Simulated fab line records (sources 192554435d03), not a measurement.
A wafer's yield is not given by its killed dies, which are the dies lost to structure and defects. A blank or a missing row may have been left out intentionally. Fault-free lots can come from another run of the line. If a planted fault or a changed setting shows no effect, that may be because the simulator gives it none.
The same fault as seen by 3 desks + flow n5 finfet + each desk holds nothing but its own numbers, with what lay behind them at the end

== THE METROLOGY DESK ==
What the gauges read for every lot (on any tool): the sampled wafers with a number, averaged. Marked OUT: a lot whose mean sits more than 4 standard deviations from the usual mean, which makes it out of limits; the brackets give that distance. Shown here are 7 of its 13 readings, the ones lying furthest out on some lot.
Columns: A = trench depth nm at N5_BEOL_M2_OCD_MEAS_38, usual 55.8 nm; B = M2_RS at N5_BEOL_M2_RS_MEAS_58, usual 0.67 ohm/sq; C = DIBL_N at N5_BEOL_M4_RC_MEAS_101, usual 36.5 mV/V; D = IOFF_P at N5_BEOL_M4_RC_MEAS_101, usual 0.21 nA/um; E = SS_N at N5_BEOL_M4_RC_MEAS_101, usual 71.6 mV/dec; F = VT_N at N5_BEOL_M4_RC_MEAS_101, usual 250 mV; G = VT_P at N5_BEOL_M4_RC_MEAS_101, usual -250 mV
| lot  | first seen here | A    | B    | C    | D    | E    | F   | G    |
|------|-----------------|------|------|------|------|------|-----|------|
| L146 | day 7 06:20     | 55.3 | 0.64 | 37.6 | 0.27 | 71.7 | 243 | -245 |
| L150 | day 8 11:49     | 55.4 | 0.68 | 36.9 | 0.24 | 71.5 | 251 | -247 |
| L158 | day 10 22:33    | 55.1 | 0.68 | 35.9 | 0.20 | 71.4 | 251 | -253 |
| L164 | day 12 06:47    | 55.0 | 0.70 | 38.4 | 0.23 | 72.4 | 248 | -250 |
| L168 | day 12 18:50    | 53.5 | 0.79 | 36.7 | 0.22 | 70.9 | 251 | -249 |
Finding of this desk: none of the 5 lots has anything out of limits.

== THE TOOL OWNER'S DESK: rie diel-01 ==
The tool's own readings at N5_BEOL_M2_TRENCH_ETCH_37 (etches SiOC in C4F6/O2, target depth 55.555 nm, time 29.2 s): means of the sampled wafers that have a number, for each lot that ran on this tool. Marked OUT: a lot whose mean sits more than 4 standard deviations from the usual mean, which makes it out of limits; the brackets give that distance.
Columns: A = C4F6_flow_sccm at N5_BEOL_M2_TRENCH_ETCH_37, usual 10.00 sccm; B = drypump motor current A at N5_BEOL_M2_TRENCH_ETCH_37, usual 5.6 A; C = oes product au at N5_BEOL_M2_TRENCH_ETCH_37, usual 0.77 a.u.; D = rf vpp V at N5_BEOL_M2_TRENCH_ETCH_37, usual 671 V; E = showerhead plenum p Torr at N5_BEOL_M2_TRENCH_ETCH_37, usual 2.85 Torr; F = throttle valve pct at N5_BEOL_M2_TRENCH_ETCH_37, usual 20.93 %
| lot  | first seen here | A     | B   | C    | D   | E    | F     |
|------|-----------------|-------|-----|------|-----|------|-------|
| L146 | day 7 06:10     | 10.00 | 5.5 | 0.71 | 655 | 2.87 | 21.07 |
| L150 | day 8 11:39     | 10.00 | 5.7 | 0.75 | 677 | 2.89 | 20.92 |
| L158 | day 10 22:24    | 9.99  | 5.0 | 0.73 | 667 | 2.75 | 20.98 |
| L164 | day 12 06:37    | 10.02 | 5.4 | 0.73 | 678 | 2.85 | 20.97 |
| L168 | day 12 18:41    | 9.98  | 6.2 | 0.95 | 654 | 2.92 | 20.74 |
Finding of this desk: none of the 5 lots has anything out of limits.

== THE DEFECT DESK ==
Counts from the inspections along the route, per lot, as means over the sampled wafers that have a number. Marked OUT: a lot whose mean sits more than 4 standard deviations from the usual mean, which makes it out of limits; the brackets give that distance.
Columns: A = raw defect count at N5_BEOL_M2_INSPECT_30, usual 415
| lot  | first seen here | A   |
|------|-----------------|-----|
| L146 | day 6 15:40     | 338 |
| L150 | day 7 12:02     | 635 |
| L158 | day 10 09:24    | 374 |
| L164 | day 11 17:23    | 606 |
| L168 | day 12 16:56    | 314 |
Finding of this desk: none of the 5 lots has anything out of limits.

== TAKEN TOGETHER ==
Nothing out of limits was seen by the metrology desk.
Nothing out of limits was seen by the tool owner's desk.
Nothing out of limits was seen by the defect desk.

== WHAT THE SIMULATOR PUT IN ==
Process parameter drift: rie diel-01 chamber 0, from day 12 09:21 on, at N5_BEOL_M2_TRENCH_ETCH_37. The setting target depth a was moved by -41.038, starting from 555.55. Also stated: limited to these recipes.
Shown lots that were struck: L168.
